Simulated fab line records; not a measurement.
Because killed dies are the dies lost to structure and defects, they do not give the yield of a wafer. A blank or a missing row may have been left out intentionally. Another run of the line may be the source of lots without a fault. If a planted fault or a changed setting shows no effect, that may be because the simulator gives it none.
Struck lot and sound lot, side by side    flow nand_harc    14 steps out of a route of 1302
Sound: the wafers L510.1, L510.3, L510.4. Struck: wafer L517.1 (left out: L517.4, L517.6 of the same lot, which were not struck); the cause appears at the end.
Order at every step that has rows: each side's tool, ch and its chambers, its first start. Under that, the readings that differ: sound wafers    struck wafers    difference of the means    sigmas: that difference in standard deviations of wafers without a fault.
alike: words and numbers the same on both sides, and readings whose means are apart by under 2 such deviations; not compared: readings that were withheld, readings missing a value for some wafer, numbers with overlapping values and no deviation given by the record, and bounds like >300 which may hide the same value.
A row with sigmas, a row that says differs or no value, or rows on one side alone: a step with any of these is where the two part. Numbers that have no deviation but don't overlap get no sigmas and don't part them. A reading that every wafer of one side lacks parts them only if that side has two wafers or more.

first, 9 steps without rows for these wafers: NHARC_A_STAIRCASE_DEHYDRATE_176 (time 120 s); NHARC_A_STAIRCASE_HMDS_177 (time 30 s); NHARC_A_STAIRCASE_COAT_178; NHARC_A_STAIRCASE_SOFTBAKE_179 (time 170 s); NHARC_A_STAIRCASE_EBR_180; NHARC_A_STAIRCASE_EXPOSE_181 (exposes mask STAIR 2); NHARC_A_STAIRCASE_PEB_182 (peb time 130 s); NHARC_A_STAIRCASE_DEVELOP_183 (time 140 s); NHARC_A_STAIRCASE_HARDBAKE_185 (time 140 s).
NHARC_A_STAIRCASE_DESCUM_186: chemistry O2, time 3 s.
  sound on rie_diel-13 ch 0,1,3, day 17 03:47; struck on rie_diel-13 ch 1, day 20 09:49
reading                 sound              struck  difference  sigmas
oes_product_au (a.u.)   0.975 1.004 1.015  0.970   -0.028      -2
rf_hours_counter_h (h)  9 9 11             28      +18         
  alike: drypump_motor_current_A, rf_vpp_V, showerhead_plenum_p_Torr, throttle_valve_pct
NHARC_A_STAIRCASE_TRIM_187: chemistry O2, time 211.2 s.
  sound on rie_diel-13 ch 0,2,3, day 17 03:52; struck on rie_diel-13 ch 3, day 20 09:55
reading                 sound    struck  difference  sigmas
rf_hours_counter_h (h)  9 11 11  44      +34         
  alike: drypump_motor_current_A, oes_product_au, rf_vpp_V, showerhead_plenum_p_Torr, throttle_valve_pct
NHARC_A_STAIRCASE_ETCH_188: etches the open film in C4F8/O2, target depth 100 nm, time 40.5 s.
  sound on rie_diel-13 ch 1,2,3, day 17 04:01; struck on rie_diel-13 ch 0, day 20 10:15
reading                 sound              struck  difference  sigmas
oes_product_au (a.u.)   0.939 0.975 0.951  1.049   +0.094      +5
rf_hours_counter_h (h)  9 11 11            41      +31         
  alike: rf_vpp_V
NHARC_A_STAIRCASE_TRIM_189: chemistry O2, time 211.2 s.
  sound on rie_diel-13 ch 0,1,3; struck on rie_diel-13 ch 0
reading                 sound           struck  difference  sigmas
rf_hours_counter_h (h)  10 11 9         42      +32         
rf_vpp_V (V)            59.8 57.4 59.4  57.1    -1.8        -2
  alike: drypump_motor_current_A, oes_product_au, showerhead_plenum_p_Torr, throttle_valve_pct
-- the record jumps here: 8 days lie between the struck wafers' starts before and after (it left off in module A_STAIRCASE and takes up again in module END, whose first step shown is number 1302 of the route) --
NHARC_END_SORT_01:
  at this point the record logs the struck wafers (prober-01 ch 0, day 28 21:32) and has no rows for the sound ones

WHERE THEY PART
Earliest at NHARC_A_STAIRCASE_DESCUM_186; latest, in this record, at NHARC_END_SORT_01.

WHY: whatever the simulator had introduced
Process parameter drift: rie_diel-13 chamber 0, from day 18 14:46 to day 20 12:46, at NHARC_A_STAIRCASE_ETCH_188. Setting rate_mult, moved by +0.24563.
